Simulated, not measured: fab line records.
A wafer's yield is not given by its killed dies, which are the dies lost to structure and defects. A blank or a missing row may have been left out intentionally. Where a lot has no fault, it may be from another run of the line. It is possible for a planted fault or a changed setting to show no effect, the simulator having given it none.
Struck lot and sound lot, side by side + flow nand-harc + 33 out of 1302 route steps
Sound: wafers L303.1, L303.2, L303.5. Wafers L320.2, L320.5 were the ones struck. Last of all comes the cause.
Order at every step that has rows: each side's tool, ch and its chambers, its first start. Under that, the readings that differ: sound wafers + struck wafers + difference of the means + sigmas: that difference in standard deviations of wafers without a fault.
alike: readings whose means differ by less than 2 such deviations, and words and numbers that are the same on both sides. not compared: withheld readings, readings that some wafer has no value for, bounds like >300 that may hide the same value, and numbers for which the record gives no deviation and whose values overlap.
Wherever a step has rows on one side only, a row that says differs or no value, or a row with sigmas, the two part there. Numbers that don't overlap but have no deviation are shown without sigmas and don't part them. A reading that every wafer of one side lacks parts them only if that side has two wafers or more.

first, 5 steps without rows for these wafers: NHARC_A_CONTACT_SOFTBAKE_03 (time 55 s); NHARC_A_CONTACT_EBR_04; NHARC_A_CONTACT_EXPOSE_05 (exposes mask A CC); NHARC_A_CONTACT_PEB_06 (peb time 65 s); NHARC_A_CONTACT_DEVELOP_07 (develop time 35 s).
NHARC_A_CONTACT_CD_MEAS_08: target cd 200 nm.
  sound on cd-sem-02 ch 0, day 23 00:38; struck on cd-sem-02 ch 0, day 30 04:23
| reading    | sound             | struck      | difference | sigmas |
|------------|-------------------|-------------|------------|--------|
| cd-nm (nm) | 200.6 200.2 201.5 | 199.4 199.5 | -1.3       | -3     |
NHARC_A_CONTACT_OVL_MEAS_09:
  sound: overlay-02 at day 23 00:43; struck: overlay-01 at day 30 04:28
  alike: overlay-x-nm, overlay-y-nm
NHARC_A_CONTACT_INSPECT_10:
  sound: defect-inspect-01 at day 23 00:45; struck: defect-inspect-02 at day 30 04:31
  alike: raw-defect-count
then, 3 steps without rows for these wafers: NHARC_A_CONTACT_DESCUM_13 (chemistry O2, time 3 s); NHARC_A_CONTACT_ETCH_88 (etches the open film in CF4, target depth 39 nm, time 65 s); NHARC_A_CONTACT_ETCH_89 (etches the open film in N2/H2, target depth 260 nm, time 475.3 s).
NHARC_A_CONTACT_ETCH_30: etches the open film in CF4/CHF3, target depth 72.6 nm, time 36.3 s.
  sound: rie-diel-07 ch 0,1,2; struck: rie-diel-12 ch 2,3
| reading               | sound             | struck      | difference | sigmas |
|-----------------------|-------------------|-------------|------------|--------|
| oes-product-au (a.u.) | 0.960 0.969 0.965 | 0.919 0.918 | -0.046     | -3     |
  alike: drypump-motor-current-A, rf-vpp-V, showerhead-plenum-p-Torr, throttle-valve-pct
  not compared: rf-hours-counter-h
NHARC_A_CONTACT_ETCH_31: etches the open film in O2/COS, target depth 2800 nm, time 728 s.
  sound on rie-diel-07 ch 0,1,2, day 23 01:31; struck on rie-diel-12 ch 2, day 30 05:13
| reading                     | sound       | struck  | difference | sigmas |
|-----------------------------|-------------|---------|------------|--------|
| drypump-motor-current-A (A) | 5.7 6.3 6.7 | 5.2 5.2 | -1.0       | -3     |
  alike: oes-product-au, rf-vpp-V, showerhead-plenum-p-Torr, throttle-valve-pct
  not compared: rf-hours-counter-h
then, 4 steps without rows for these wafers: NHARC_A_CONTACT_ETCH_134 (etches the open film in C4F8/O2/Ar, time 140 s, target depth 700 nm); NHARC_A_CONTACT_ETCH_135 (etches the open film in C4F8/O2/Ar, time 311 s, target depth 1912 nm); NHARC_A_CONTACT_ETCH_136 (etches the open film in C4F8/O2/Ar, time 311 s, target depth 1912 nm); NHARC_A_CONTACT_ETCH_137 (etches the open film in C4F8/O2/Ar, time 311 s, target depth 1912 nm).
NHARC_A_CONTACT_ETCH_138: etches the open film in C4F8/O2/Ar, time 311 s, target depth 1914 nm.
  sound on har-cap-etch-01 ch 0,1, day 23 02:58; struck on har-cap-etch-03 ch 0,1, day 30 07:06
  not compared: rf-hours-counter-h
then, 2 steps without rows for these wafers: NHARC_A_CONTACT_ETCH_139 (etches the open film in C4F8/O2/Ar, time 195 s, target depth 840 nm); NHARC_A_CONTACT_ETCH_92 (etches the open film in CH3F/O2, target depth 40 nm, time 85.7 s).
NHARC_A_CONTACT_ETCH_98: etches the open film in C4F6/O2, target depth 20 nm, time 10 s.
  sound on rie-diel-12 ch 0,3, day 23 03:58; struck on rie-diel-12 ch 0,1
  alike: drypump-motor-current-A, oes-product-au, rf-vpp-V, showerhead-plenum-p-Torr, throttle-valve-pct
  not compared: rf-hours-counter-h
NHARC_A_CONTACT_CD_MEAS_15:
  sound: cd-sem-03 at day 23 04:03; struck: cd-sem-03 at day 30 08:16
  alike: cd-nm
then, 3 steps without rows for these wafers: NHARC_A_CONTACT_STRIP_107 (strips in N2/H2); NHARC_A_CONTACT_STRIP_108 (strips in CF4/CHF3); NHARC_A_CONTACT_STRIP_109 (strips in O2/COS).
NHARC_A_CONTACT_ETCH_110: etches the open film in CF4/O2, target depth 60 nm, overetch 6 nm, time 33 s.
  sound on rie-diel-12 ch 0,3, day 23 04:22; struck on rie-diel-12 ch 1,2, day 30 09:04
  alike: drypump-motor-current-A, oes-product-au, rf-vpp-V, showerhead-plenum-p-Torr, throttle-valve-pct
  not compared: rf-hours-counter-h
NHARC_A_CONTACT_STRIP_26: strips in O2.
  sound: rie-diel-12 ch 0,1,3; struck: rie-diel-12 ch 1,2
  alike: drypump-motor-current-A, oes-product-au, rf-vpp-V, showerhead-plenum-p-Torr, throttle-valve-pct
  not compared: rf-hours-counter-h
then, 5 steps without rows for these wafers: NHARC_A_CONTACT_STRIP_27 (strips in post etch residue remover, time 600 s); NHARC_A_CONTACT_ALD_18 (deposits TiN, target thk 3 nm, pulse time 1 s, ald cycles 150); NHARC_A_CONTACT_CVD_19 (deposits W, target thk 300 nm, time 802 s); NHARC_A_CONTACT_CMP_20 (polishes, t overpolish 30 s, target thk 300 nm); NHARC_A_CONTACT_SRD_22.
-- break in the record here, with 3 days between the starts of the struck wafers on either side (left off in module A_CONTACT, picked up again in module END, where the first step shown is number 1302 on the route) --
NHARC_END_SORT_01:
  at this point the record logs the struck wafers (prober-01 ch 0, day 33 09:56) and has no rows for the sound ones

## WHERE THEY PART
Earliest at NHARC_A_CONTACT_CD_MEAS_08; latest, in this record, at NHARC_END_SORT_01.

WHY: the cause the simulator had injected
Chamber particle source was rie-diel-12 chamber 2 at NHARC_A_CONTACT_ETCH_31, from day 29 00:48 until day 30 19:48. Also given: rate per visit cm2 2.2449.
